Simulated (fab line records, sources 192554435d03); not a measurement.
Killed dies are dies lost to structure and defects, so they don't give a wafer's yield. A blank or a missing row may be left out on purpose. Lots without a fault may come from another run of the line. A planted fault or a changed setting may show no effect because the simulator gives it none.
Which tool did it? | flow n5_finfet | 10 lots, 30 wafers sampled, at 1 step of a route of 1938

WHAT THE GAUGES READ, wafer by wafer
N5_START_INSPECT_01: inspects for defects (unpatterned scan).
lot  | measured    | on                | raw_defect_count
L434 | day 1 12:02 | defect_inspect-01 | 9 3 4
L435 | day 1 18:02 | defect_inspect-02 | 4 5 6
L437 | day 2 06:02 | defect_inspect-01 | 6 9 6
L438 | day 2 12:02 | defect_inspect-01 | 1 4 5
L439 | day 2 18:02 | defect_inspect-02 | 13 3 7
L442 | day 3 12:02 | defect_inspect-02 | 7 4 8
L443 | day 3 18:02 | defect_inspect-01 | 6 4 11
L449 | day 5 06:02 | defect_inspect-01 | 3 8 3
L452 | day 6 00:02 | defect_inspect-01 | 7 6 4
L457 | day 7 06:02 | defect_inspect-02 | 6 2 5

WHICH TOOL RAN EACH LOT (tool, then ch and the chambers of the sampled wafers, then the start)
The record holds no process step before these readings.

THE ANSWER, worked out from the rows above alone
Rule: what is usual is taken from the lots themselves. Put in order of their means at a reading, lots are off if they are a third of the lots or fewer, leave a main group of 4 or more, and stand apart from it by a gap of 3 or more times the standard deviation of the main group's means; of several such gaps the widest counts. A main group whose means are all the same, to the digits that the tables above print for the reading, isn't used. A lot without any number at a reading at which 4 lots or more have one is off too. The other lots that the step has rows for count as sound.
No lot is off at any reading shown: from this, nothing can be told.

WHAT THE SIMULATOR HAD PUT IN
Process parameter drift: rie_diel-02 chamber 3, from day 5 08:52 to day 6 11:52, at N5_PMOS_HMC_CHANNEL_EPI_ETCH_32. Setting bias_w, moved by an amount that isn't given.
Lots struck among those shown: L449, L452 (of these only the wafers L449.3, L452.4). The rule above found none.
